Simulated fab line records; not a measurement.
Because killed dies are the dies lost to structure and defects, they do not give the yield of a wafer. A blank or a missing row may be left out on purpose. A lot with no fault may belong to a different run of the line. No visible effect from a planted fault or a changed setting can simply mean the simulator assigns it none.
Matching of chambers + flow n5_finfet + 4 sister chambers for N5_BEOL_M3_DESCUM_33 on rie_diel-04
The step chemistry O2, time 7 s. 4 wafers are shown with their chamber, then 12 later ones without.

## EACH WAFER AND ITS CHAMBER
| wafer  | chamber | drypump_motor_current_A (A) |
|--------|---------|-----------------------------|
| L089.5 | 1       | 5.3                         |
| L091.3 | 0       | 5.9                         |
| L091.4 | 2       | 6.4                         |
| L091.6 | 3       | 5.7                         |

## WAFERS WHOSE CHAMBER IS MISSING
| wafer  | drypump_motor_current_A (A) |
|--------|-----------------------------|
| L090.1 | 5.4                         |
| L090.3 | 5.7                         |
| L090.5 | 5.3                         |
| L093.3 | 5.9                         |
| L093.4 | 5.7                         |
| L093.6 | 5.7                         |
| L094.1 | 5.7                         |
| L094.5 | 6.3                         |
| L094.6 | 5.3                         |
| L096.1 | 5.9                         |
| L096.5 | 5.7                         |
| L096.6 | 5.9                         |

## WHICH CHAMBER EACH WENT THROUGH
| wafer  | from the rows above | in truth |
|--------|---------------------|----------|
| L090.1 | 1                   | 1        |
| L090.3 | 3                   | 3        |
| L090.5 | 1                   | 1        |
| L093.3 | 0                   | 0        |
| L093.4 | 3                   | 3        |
| L093.6 | 3                   | 3        |
| L094.1 | 3                   | 3        |
| L094.5 | 2                   | 2        |
| L094.6 | 1                   | 1        |
| L096.1 | 0                   | 0        |
| L096.5 | 3                   | 3        |
| L096.6 | 0                   | 0        |
Correct placement for 12 of the 12. Number that these rows cannot place: 0. Wrongly placed: 0.
How it was worked out, from the rows above alone: a wafer's distance from a chamber is the root of the sum, over the readings, of the square of ((its reading less the chamber's mean) divided by the reading's scatter). The wafer belongs to the nearest chamber; if the next one is less than 2 further off, it can't be placed. For every chamber, the mean is computed from those of its wafers that are shown. The scatter (one wafer shown for each chamber): square how far every hidden wafer sits from the nearest shown wafer, average those squares and take the square root.
